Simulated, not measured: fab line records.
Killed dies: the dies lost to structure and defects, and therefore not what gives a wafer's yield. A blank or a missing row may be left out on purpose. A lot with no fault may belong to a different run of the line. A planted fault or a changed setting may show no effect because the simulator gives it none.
fab line records	flow n5Finfet	part 2 of 2: steps 24 to 31 of 31
[record] lots = 5	wafers = 15	lastDay = 16
route steps=1938 shown MOL_CONTACT_COAG@563
lots that met no fault: taken from a fault-free run of the same line
startH: the number of hours between the record's first day and the start of the first shown wafer of the lot	waitH: hours from the lot's prior step to this one	" as in the row above	L1.1+2: several wafers, shown together as one row	- value missing, or start not given	* or withheld: withheld	< > ~ a bound
route shown NAME@n: names a module that has steps shown in the file, with the first one's number in the route	usual: average and standard deviation across the fault-free wafers	same: alike in all rows	chamber/n: place in a boat	sites: per-site readings	_std_site: standard deviation of those values	_edge_site: outer sites' mean less inner sites'	radiusMm: for every site, how far away it sits from the centre of the wafer	mask NAME#n: copy n	behind: the most recent tool/chamber to have shaped the wafer	hold: why the lot was held/for how many hours/how that ended	device: transistor that didn't switch, given as n, p or np	end of line: the route-end tests of the same wafers	a step given without rows: its recipe and nothing more	killed: count of dies lost to structure and defects at first sort (not the wafer's yield)	map: dies across one wafer; x = killed, . = not, _ = none there
set.NAME: setting as actually run; set.NAME@STEP: the setting as run at that earlier step	model.NAME: the simulator's own value behind a step, which no gauge read
certain route steps with their lots: each step a table, each wafer a row
services: a tool's chamber out of use, with start hour (startH, from the record's first day; less than 0 if before it), hours out, and reason
[[steps]]
[step N5_MOL_CONTACT_COAG_VIA_ETCH_46]
[recipe] chemistry = C4F6/O2	targetDepthA = 460	overetchA = 92	maskMaterial = SOC	target = SiO2	biasW = 455	pressureMtorr = 10	timeS = 40	sourceW = 325	Ar_flow_sccm = 300	C4F6_flow_sccm = 10	O2_flow_sccm = 10	ionEnergyEv = 575.3	ends = endPoint
[usual] drypumpMotorCurrentA = 5.6/0.53	oesProductAu = 0.74/0.078	rfVppV = 1591/17	showerheadPlenumPTorr = 2.87/0.11	throttleValvePct = 40.93/0.28
lot.wafer	tool	chamber	startH	waitH	drypumpMotorCurrentA	oesProductAu	rfHoursCounterH	rfVppV	showerheadPlenumPTorr	throttleValvePct
L074.2	rieDiel-03	3	98.20	0.0	4.8	0.67	179	1599	2.94	41.48
L074.3	"	0	"	"	5.5	0.62	225	1583	2.79	40.45
L074.5	"	0	"	"	5.5	0.63	-	1584	2.79	40.47
L079.1	rieDiel-01	3	128.92	0.0	6.3	0.81	14	1572	2.80	41.21
L079.2	"	0	"	"	5.7	0.72	79	1592	2.86	40.72
L079.3	"	2	"	"	5.4	0.83	9	1601	3.02	40.94
L083.2	rieDiel-03	1	155.50	0.0	6.5	0.77	47	1604	3.00	40.87
L083.3	"	3	"	"	4.9	0.64	201	1598	2.93	41.48
L083.5	"	0	"	"	5.5	0.62	-	1584	2.78	40.48
L084.1	rieDiel-03	1	161.66	0.0	6.5	0.77	50	1605	3.00	40.86
L084.4	"	0	"	"	5.5	0.61	249	1582	2.78	40.47
L084.6	"	2	"	"	5.3	0.66	-	1573	2.72	41.07
L086.2	rieDiel-04	0	172.50	0.0	5.3	0.80	34	1620	2.79	41.12
L086.3	"	1	"	"	5.0	0.80	18	1593	3.00	40.60
L086.6	"	3	"	"	6.0	0.62	-	1570	2.69	40.88
[step N5_MOL_CONTACT_COAG_STRIP_96]
[recipe] chemistry = N2/H2	powerW = 500	tempC = 40	pressureMtorr = 50	rfFrequencyHz = 6e+07	overashFraction = 0.3	biasPowerW = 28	h2Frac = 0.5	n2FlowSccm = 300	h2FlowSccm = 300
[usual] drypumpMotorCurrentA = 5.6/0.53	oesProductAu = 0.83/0.09	rfVppV = 122.0/1.3	showerheadPlenumPTorr = 3.40/0.14	throttleValvePct = 18.9/0.31
lot.wafer	tool	chamber	startH	waitH	drypumpMotorCurrentA	oesProductAu	rfHoursCounterH	rfVppV	showerheadPlenumPTorr	throttleValvePct
L074.2	rieDiel-03	3	98.27	0.0	4.8	0.73	179	122.0	3.47	19.5
L074.3	"	0	"	"	5.5	0.69	225	122.8	3.31	18.6
L074.5	"	0	"	"	5.5	0.70	-	122.9	3.31	18.6
L079.1	rieDiel-01	3	128.99	0.0	6.3	0.91	14	121.2	3.30	19.0
L079.2	"	0	"	"	5.7	0.82	79	121.8	3.39	18.5
L079.3	"	2	"	"	5.4	0.94	9	123.2	3.57	18.7
L083.2	rieDiel-03	1	155.57	0.0	6.5	0.89	47	123.3	3.56	19.0
L083.3	"	3	"	"	4.9	0.72	201	123.6	3.46	19.5
L083.5	"	0	"	"	5.5	0.68	-	121.7	3.29	18.6
L084.1	rieDiel-03	1	161.72	0.0	6.5	0.89	50	122.2	3.56	18.9
L084.4	"	0	"	"	5.5	0.68	249	120.6	3.29	18.6
L084.6	"	2	"	"	5.3	0.73	-	120.6	3.21	19.2
L086.2	rieDiel-04	0	172.56	0.0	5.3	0.89	34	121.9	3.29	18.8
L086.3	"	1	"	"	5.1	0.89	18	124.6	3.58	19.0
L086.6	"	3	"	"	6.0	0.68	-	119.9	3.17	19.0
[step N5_MOL_CONTACT_COAG_ETCH_47]
[recipe] chemistry = CH3F/O2	target = SiNx	targetDepthA = 270	maskMaterial = SiO2	stopOn = W	overEtchFrac = 0.2	ionEnergyEv = 120	endpoint = OES-CN	pressureMtorr = 30	sourceW = 395	biasW = 73	Ar_flow_sccm = 150	CH3F_flow_sccm = 30	O2_flow_sccm = 20	ends = endPoint
[usual] drypumpMotorCurrentA = 5.6/0.53	etchRfOnTimeS = 31.0/0.39	oesProductAu = 0.74/0.08	rfVppV = 298/3.4	showerheadPlenumPTorr = 2.02/0.082	throttleValvePct = 16.28/0.22
lot.wafer	tool	chamber	startH	waitH	drypumpMotorCurrentA	etchRfOnTimeS	oesProductAu	rfHoursCounterH	rfVppV	showerheadPlenumPTorr	throttleValvePct
L074.2	rieDiel-03	3	98.31	0.0	4.9	31.2	0.66	179	299	2.07	16.60
L074.3	"	0	"	"	5.5	30.9	0.63	225	297	1.97	16.34
L074.5	"	0	"	"	5.5	30.8	0.62	-	297	1.97	16.33
L079.1	rieDiel-01	3	129.03	0.0	6.3	30.6	0.82	14	294	1.97	16.27
L079.2	"	0	"	"	5.7	30.9	0.74	79	300	2.02	16.21
L079.3	"	2	"	"	5.3	30.7	0.85	9	299	2.13	16.15
L083.2	rieDiel-03	1	155.61	0.0	6.5	30.4	0.79	47	301	2.12	16.26
L083.3	"	3	"	"	4.8	30.8	0.65	201	298	2.07	16.65
L083.5	"	0	"	"	5.5	30.5	0.61	-	297	1.96	16.39
L084.1	rieDiel-03	1	161.76	0.0	6.5	30.6	0.78	50	299	2.12	16.24
L084.4	"	0	"	"	5.5	31.3	0.61	249	296	1.96	16.40
L084.6	"	2	"	"	5.3	31.4	0.66	-	295	1.91	16.50
L086.2	rieDiel-04	0	172.60	0.0	5.3	30.7	0.81	34	305	1.96	16.18
L086.3	"	1	"	"	5.1	30.9	0.82	18	299	2.12	15.93
L086.6	"	3	"	"	6.0	31.9	0.61	-	294	1.89	16.71
[step N5_MOL_CONTACT_COAG_STRIP_119]
[recipe] chemistry = N2/H2	timeS = 30	powerW = 1000	tempC = 250	pressureMtorr = withheld	n2FlowSccm = 1750	h2FlowSccm = 3250
[usual] drypumpMotorCurrentA = 5.8/0.51	heaterPowerW = 356/51
lot.wafer	tool	chamber	startH	waitH	drypumpMotorCurrentA	heaterPowerW	rfHoursCounterH
L074.2	plasmaAsher-02	0	98.39	0.1	5.1	351	41
L074.3	"	1	"	"	5.8	411	-
L074.5	"	1	"	"	5.8	409	-
L079.1	plasmaAsher-02	0	129.11	0.1	5.1	353	46
L079.2	"	1	"	"	5.8	411	46
L079.3	"	1	"	"	5.8	410	-
L083.2	plasmaAsher-02	1	155.69	0.1	5.9	418	50
L083.3	"	1	"	"	5.9	416	-
L083.5	"	1	"	"	5.9	408	-
L084.1	plasmaAsher-01	1	161.84	0.1	6.5	356	106
L084.4	"	0	"	"	6.1	274	-
L084.6	"	0	"	"	6.1	275	-
L086.2	plasmaAsher-02	1	172.68	0.1	5.8	413	53
L086.3	"	1	"	"	5.8	412	-
L086.6	"	0	"	"	5.1	345	-
[step N5_MOL_CONTACT_COAG_PRECLEAN_144]
[recipe] chemistry = alkalineClean	tempC = 60	timeS = 60	doPpb = 50
[usual] doPpb = 50.0/0.5
lot.wafer	tool	chamber	startH	waitH	doPpb
L074.2	wetBench-04	3	98.48	0.1	50.1
L074.3	"	0	"	"	50.4
L074.5	"	4	"	"	50.7
L079.1	wetBench-04	5	129.21	0.1	50.5
L079.2	"	6	"	"	49.9
L079.3	"	4	"	"	49.7
L083.2	wetBench-06	4	155.78	0.1	50.4
L083.3	"	6	"	"	50.3
L083.5	"	1	"	"	49.9
L084.1	wetBench-04	7	161.93	0.1	49.8
L084.4	"	2	"	"	48.6
L084.6	"	6	"	"	50.7
L086.2	wetBench-03	4	172.77	0.1	51.1
L086.3	"	5	"	"	50.4
L086.6	"	2	"	"	49.9
[step N5_MOL_CONTACT_COAG_SRD_145]
[recipe] dry = ipaMarangoni	timeS = 30	tempC = 23	rinseLiquid = diw
lot.wafer	tool	chamber	startH	waitH
L074.2+3+5	wetBench-04	3,0,4	98.49	0.0
L079.1+2+3	wetBench-04	5,6,4	129.23	0.0
L083.2+3+5	wetBench-06	4,6,1	155.79	0.0
L084.1+4+6	wetBench-04	7,2,6	161.95	0.0
L086.2+3+6	wetBench-03	4,5,2	172.79	0.0
[step N5_MOL_CONTACT_COAG_CD_MEAS_137]
[recipe] targetCdNm = 16
[usual] cdNm = 15.9/0.3
lot.wafer	tool	chamber	startH	waitH	cdNm
L074.2	cdSem-02	-	98.54	0.0	15.9
L074.3	"	-	"	"	15.7
L074.5	"	-	"	"	15.7
L079.1	cdSem-03	-	129.27	0.0	15.8
L079.2	"	-	"	"	15.8
L079.3	"	-	"	"	15.8
L083.2	cdSem-03	-	155.84	0.0	15.9
L083.3	"	-	"	"	15.9
L083.5	"	-	"	"	15.9
L084.1	cdSem-01	-	161.99	0.0	16.1
L084.4	"	-	"	"	16.3
L084.6	"	-	"	"	16.0
L086.2	cdSem-01	-	172.83	0.0	16.1
L086.3	"	-	"	"	15.5
L086.6	"	-	"	"	15.6
[step N5_MOL_CONTACT_COAG_COAT_62]
[recipe] resist = SOC	tempC = 250	timeS = 60	spinRpm = 1500	resistThkNm = 60
lot.wafer	tool	chamber	startH	waitH
L074.2+3+5	lithoTrack-05	0	98.57	0.0
L079.1+2+3	lithoTrack-01	0	129.30	0.0
L083.2+3+5	lithoTrack-01	0	155.87	0.0
L084.1+4+6	lithoTrack-03	0	162.03	0.0
L086.2+3+6	lithoTrack-03	0	172.87	0.0
[[services]]
tool	chamber	startH	hours	kind
euvScanner-01	-	85.43	1.0	pm
rieDiel-01	2	85.67	-	clean
rieDiel-01	2	85.67	-	consumableReplace:focusRing
rieDiel-01	2	85.67	-	consumableReplace:showerhead
rieDiel-01	2	85.67	16.1	scheduledDown
rieDiel-01	2	85.67	16.1	ventCycle
pecvd-01	2	87.25	2.8	repair
aldSin-01	2	93.51	33.4	repair
rieDiel-04	3	103.26	4.3	repair
pecvd-01	2	110.55	7.9	repair
pecvd-03	0	112.17	8.8	repair
wetBench-06	-	115.37	2.7	repair
euvScanner-02	-	119.61	4.6	pm
rieDiel-01	-	129.43	10.9	repair
aldSin-01	0	131.12	7.1	repair
euvScanner-02	-	132.66	12.0	pm
rieDiel-04	3	138.33	9.4	repair
rieDiel-01	2	143.52	8.2	repair
euvScanner-01	-	144.66	1.0	pm
rieDiel-03	0	165.44	-	clean
rieDiel-03	0	165.44	-	consumableReplace:focusRing
rieDiel-03	0	165.44	20.8	scheduledDown
rieDiel-03	0	165.44	20.8	ventCycle
euvScanner-02	-	169.66	0.6	repair
